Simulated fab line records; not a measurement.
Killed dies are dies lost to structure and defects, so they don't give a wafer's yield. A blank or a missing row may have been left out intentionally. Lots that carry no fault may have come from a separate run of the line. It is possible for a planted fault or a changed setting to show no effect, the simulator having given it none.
fab line records	flow nand-harc	part 2 of 2: steps 24 to 38 of 38
[record] lots = 5	wafers = 15	last-day = 24
route steps=1159 shown P_M1@292 P_M2@318
lots that met no fault: from a run of the same line without faults
start-h: hours from the record's opening day to when the first of the lot's shown wafers began	wait-h: time in hours since the lot's previous step	" the same as in the row above	L1.1+2: several wafers, shown together as one row	- value missing, or start not given	* or withheld: withheld	< > ~ a bound
route shown NAME@n: a module of which the file shows steps, and the number in the route of the first	usual: the fault-free wafers' mean and standard deviation	same: alike in all rows	chamber/n: place in a boat	sites: readings site by site	_std_site: the values' standard deviation	_edge_site: outer sites' mean less inner sites'	radius-mm: how far each site lies from the wafer's centre	mask NAME#n: copy n	behind: tool/chamber where the wafer was last shaped	hold: the reason the lot was held/the length of the hold in hours/how it ended	device: transistor that didn't switch, given as n, p or np	end of line: the same wafers' tests at the end of the route	a step with no rows: only its recipe	killed: not the wafer's yield, but the dies lost to structure and defects at the first sort	map: per-die view of a wafer (x killed, . not killed, _ where there is no die)
set.NAME: the setting the step ran with; set.NAME@STEP: the setting that earlier step ran with	model.NAME: the simulator's own value behind a step, which no gauge read
a table for each step, a row for each wafer; lots at some steps of the route
services: the hour from which a tool's chamber was out of use, counted from the record's first day as start-h (under 0 if before that day), plus the number of hours and why
[[steps]]
[step NHARC_P_M1_PRE_CLEAN_32]
[recipe] time-s = 12	temp-c = 370	rf-power-w = 300	gas = NH3
[usual] heater-power-outer-w = 357/53	heater-power-w = 615/76
lot.wafer	tool	chamber	start-h	wait-h	heater-power-outer-w	heater-power-w
L076.1	pecvd-02	2	140.25	0.1	338	586
L076.2	"	0	"	"	328	596
L076.4	"	0	"	"	330	590
L082.1	pecvd-02	0	171.47	0.1	336	571
L082.5	"	0	"	"	337	566
L082.6	"	2	"	"	348	649
L089.1	pecvd-01	1	211.09	0.1	400	644
L089.5	"	2	"	"	282	499
L089.6	"	1	"	"	399	642
L094.2	pecvd-02	2	242.74	0.2	280	544
L094.1	"	0	"	"	318	549
L094.5	"	0	"	"	314	547
L097.2	pecvd-03	0	253.65	0.1	345	599
L097.6	"	0	"	"	356	596
L097.5	"	1	"	"	366	704
[step NHARC_P_M1_DEP_33]
[recipe] target-thk-a = 300	temp-c = 370	target-thk-nm = 30	pressure-torr = 3	flow-sccm = 200	rf-w = 450	material = SiCN
[usual] chamber-pressure-Torr = 3.001/0.0064	heater-power-outer-w = 315/53	heater-power-w = 561/76
lot.wafer	tool	chamber	start-h	wait-h	chamber-pressure-Torr	heater-power-outer-w	heater-power-w
L076.1	pecvd-02	2	140.33	0.1	3.000	236	460
L076.2	"	0	"	"	3.010	262	486
L076.4	"	0	"	"	2.997	259	500
L082.1	pecvd-02	0	171.55	0.1	3.009	273	491
L082.5	"	0	"	"	3.004	271	498
L082.6	"	2	"	"	3.004	256	506
L089.1	pecvd-01	1	211.23	0.1	3.007	424	683
L089.5	"	2	"	"	3.010	297	509
L089.6	"	1	"	"	2.999	423	681
L094.2	pecvd-02	2	242.84	0.1	3.004	258	509
L094.1	"	0	"	"	2.983	309	541
L094.5	"	0	"	"	2.997	305	555
L097.2	pecvd-03	0	253.76	0.1	3.003	379	619
L097.6	"	0	"	"	2.996	374	644
L097.5	"	1	"	"	3.000	324	632
[step NHARC_P_M2_DEP_00]
[recipe] target-thk-a = 1825	target-thk-nm = 182.5	temp-c = withheld	pressure-torr = 5	flow-sccm = 200	rf-w = 600	material = SiOC
[usual] chamber-pressure-Torr = 4.999/0.011
lot.wafer	tool	chamber	start-h	wait-h	chamber-pressure-Torr
L076.2	pecvd-01	2	140.74	-	5.007
L076.1	"	1	"	"	4.994
L076.4	"	2	"	"	4.999
L082.1	pecvd-01	2	172.05	-	4.995
L082.6	"	0	"	"	4.990
L082.5	"	2	"	"	4.998
L089.1	pecvd-03	0	211.65	-	5.011
L089.6	"	1	"	"	5.005
L089.5	"	0	"	"	5.007
L094.2	pecvd-03	0	243.36	-	5.000
L094.1	"	1	"	"	5.005
L094.5	"	1	"	"	5.009
L097.2	pecvd-02	2	254.13	-	5.002
L097.6	"	0	"	"	5.009
L097.5	"	1	"	"	5.033
[step NHARC_P_M2_DEHYDRATE_01]
[recipe] temp-c = 150	time-s = 120
lot.wafer	tool	chamber	start-h	wait-h
L076.1+2+4	litho-track-01	0	141.14	-
L082.1+5+6	litho-track-06	0	172.36	-
L089.1+5+6	litho-track-01	0	211.97	-
L094.1+2+5	litho-track-04	0	243.72	-
L097.2+5+6	litho-track-06	0	254.53	-
[step NHARC_P_M2_HMDS_02]
[recipe] time-s = 30
lot.wafer	tool	chamber	start-h	wait-h
L076.1+2+4	litho-track-01	0	-	-
L082.1+5+6	litho-track-06	0	-	-
L089.1+5+6	litho-track-01	0	-	-
L094.1+2+5	litho-track-04	0	-	-
L097.2+5+6	litho-track-06	0	-	-
[step NHARC_P_M2_COAT_34]
[recipe] temp-c = 200	time-s = 65
lot.wafer	tool	chamber	start-h	wait-h
L076.1+2+4	litho-track-01	0	-	-
L082.1+5+6	litho-track-06	0	-	-
L089.1+5+6	litho-track-01	0	-	-
L094.1+2+5	litho-track-04	0	-	-
L097.2+5+6	litho-track-06	0	-	-
[step NHARC_P_M2_COAT_03]
[recipe] spin-rpm = 1500	resist-thk-nm = 90
lot.wafer	tool	chamber	start-h	wait-h
L076.1+2+4	litho-track-01	0	-	-
L082.1+5+6	litho-track-06	0	-	-
L089.1+5+6	litho-track-01	0	-	-
L094.1+2+5	litho-track-04	0	-	-
L097.2+5+6	litho-track-06	0	-	-
[step NHARC_P_M2_SOFTBAKE_04]
[recipe] temp-c = 105	time-s = 55
lot.wafer	tool	chamber	start-h	wait-h
L076.1+2+4	litho-track-01	0	-	-
L082.1+5+6	litho-track-06	0	-	-
L089.1+5+6	litho-track-01	0	-	-
L094.1+2+5	litho-track-04	0	-	-
L097.2+5+6	litho-track-06	0	-	-
[step NHARC_P_M2_EBR_05]
lot.wafer	tool	chamber	start-h	wait-h
L076.1+2+4	litho-track-01	0	-	-
L082.1+5+6	litho-track-06	0	-	-
L089.1+5+6	litho-track-01	0	-	-
L094.1+2+5	litho-track-04	0	-	-
L097.2+5+6	litho-track-06	0	-	-
[step NHARC_P_M2_EXPOSE_06]
[recipe] na = 1.35	target-cd-nm = 170	dose-mj = 80.78	mask-id = P_M2
lot.wafer	tool	chamber	start-h	wait-h	mask
L076.1+2+4	arfi-scanner-01	0	141.30	-	P_M2#0
L082.1+5+6	arfi-scanner-03	0	172.53	-	P_M2#0
L089.1+5+6	arfi-scanner-01	0	212.25	-	P_M2#0
L094.1+2+5	arfi-scanner-01	0	244.01	-	P_M2#0
L097.2+5+6	arfi-scanner-01	0	254.70	-	P_M2#0
[step NHARC_P_M2_PEB_07]
[recipe] peb-temp-c = 100	peb-time-s = 65
lot.wafer	tool	chamber	start-h	wait-h
L076.1+2+4	litho-track-01	0	141.36	0.1
L082.1+5+6	litho-track-04	0	172.59	0.1
L089.1+5+6	litho-track-06	0	212.31	0.1
L094.1+2+5	litho-track-06	0	244.07	0.1
L097.2+5+6	litho-track-06	0	254.76	0.1
[step NHARC_P_M2_DEVELOP_08]
[recipe] develop-time-s = 35	dev-temp-c = 23
lot.wafer	tool	chamber	start-h	wait-h
L076.1+2+4	litho-track-01	0	-	-
L082.1+5+6	litho-track-04	0	-	-
L089.1+5+6	litho-track-06	0	-	-
L094.1+2+5	litho-track-06	0	-	-
L097.2+5+6	litho-track-06	0	-	-
[step NHARC_P_M2_CD_MEAS_09]
[recipe] target-cd-nm = 170	landing-energy-ev = 500
[usual] cd-nm = 170.0/0.49
lot.wafer	tool	chamber	start-h	wait-h	cd-nm
L076.1	cd-sem-03	0	141.44	-	170.0
L076.2	"	0	"	"	169.8
L076.4	"	0	"	"	170.2
L082.1	cd-sem-02	0	172.67	-	170.9
L082.5	"	0	"	"	170.0
L082.6	"	0	"	"	170.7
L089.1	cd-sem-03	0	212.39	-	169.9
L089.5	"	0	"	"	170.4
L089.6	"	0	"	"	169.7
L094.1	cd-sem-01	0	244.15	-	170.3
L094.2	"	0	"	"	169.2
L094.5	"	0	"	"	169.9
L097.2	cd-sem-02	0	254.84	-	170.1
L097.5	"	0	"	"	170.3
L097.6	"	0	"	"	169.9
[step NHARC_P_M2_OVL_MEAS_10]
[recipe] pitch-nm = 340
[usual] overlay-x-nm = 0.0/0.82	overlay-y-nm = 0.2/0.82
lot.wafer	tool	chamber	start-h	wait-h	overlay-x-nm	overlay-y-nm
L076.1	overlay-02	-	141.53	-	0.6	0.0
L076.2	"	-	"	"	-0.1	0.1
L076.4	"	-	"	"	0.7	0.3
L082.1	overlay-01	-	172.75	-	0.6	-0.9
L082.5	"	-	"	"	1.2	-1.4
L082.6	"	-	"	"	0.6	-1.6
L089.1	overlay-02	-	212.48	-	-0.6	2.1
L089.5	"	-	"	"	-1.0	1.5
L089.6	"	-	"	"	-0.3	1.7
L094.1	overlay-02	-	244.24	-	-0.5	0.3
L094.2	"	-	"	"	-0.2	0.0
L094.5	"	-	"	"	0.3	-0.4
L097.2	overlay-01	-	254.93	-	-1.2	0.8
L097.5	"	-	"	"	-1.1	1.1
L097.6	"	-	"	"	-0.9	0.6
[step NHARC_P_M2_INSPECT_11]
[usual] raw-defect-count = 4.2/2.6
lot.wafer	tool	chamber	start-h	wait-h	raw-defect-count
L076.1	defect-inspect-02	-	141.57	0.0	6
L076.2	"	-	"	"	10
L076.4	"	-	"	"	7
L082.1	defect-inspect-02	-	172.79	0.0	8
L082.5	"	-	"	"	2
L082.6	"	-	"	"	5
L089.1	defect-inspect-01	-	212.52	0.0	2
L089.5	"	-	"	"	3
L089.6	"	-	"	"	6
L094.1	defect-inspect-01	-	244.28	0.0	7
L094.2	"	-	"	"	4
L094.5	"	-	"	"	1
L097.2	defect-inspect-02	-	254.96	0.0	10
L097.5	"	-	"	"	8
L097.6	"	-	"	"	7
[[services]]
tool	chamber	start-h	hours	kind
litho-track-06	-	117.00	7.0	pm
arfi-scanner-01	-	136.42	3.0	repair
rie-diel-01	-	137.80	9.0	pm
litho-track-04	-	141.00	7.0	pm
pecvd-02	-	153.00	13.0	pm
arfi-scanner-01	-	154.66	0.5	repair
pvd-sputter-01	-	158.05	10.0	pm
pvd-sputter-03	-	162.06	2.9	repair
pecvd-01	1	164.34	4.4	repair
arfi-scanner-01	-	165.84	1.0	repair
arfi-scanner-01	-	168.32	0.5	repair
rie-diel-06	-	176.75	0.8	repair
pecvd-02	-	191.04	1.7	repair
rie-diel-01	2	194.47	7.1	repair
arfi-scanner-01	-	196.00	4.0	pm
rie-diel-06	1	201.22	9.3	repair
pecvd-01	-	208.96	1.6	repair
pvd-sputter-02	-	214.00	10.0	pm
rie-diel-03	-	215.40	9.0	pm
wet-bench-08	-	230.40	8.0	pm
rie-diel-06	3	231.52	7.3	repair
rie-diel-06	-	241.25	9.0	pm
pecvd-02	-	250.95	2.3	repair
pvd-sputter-02	-	252.03	16.4	repair
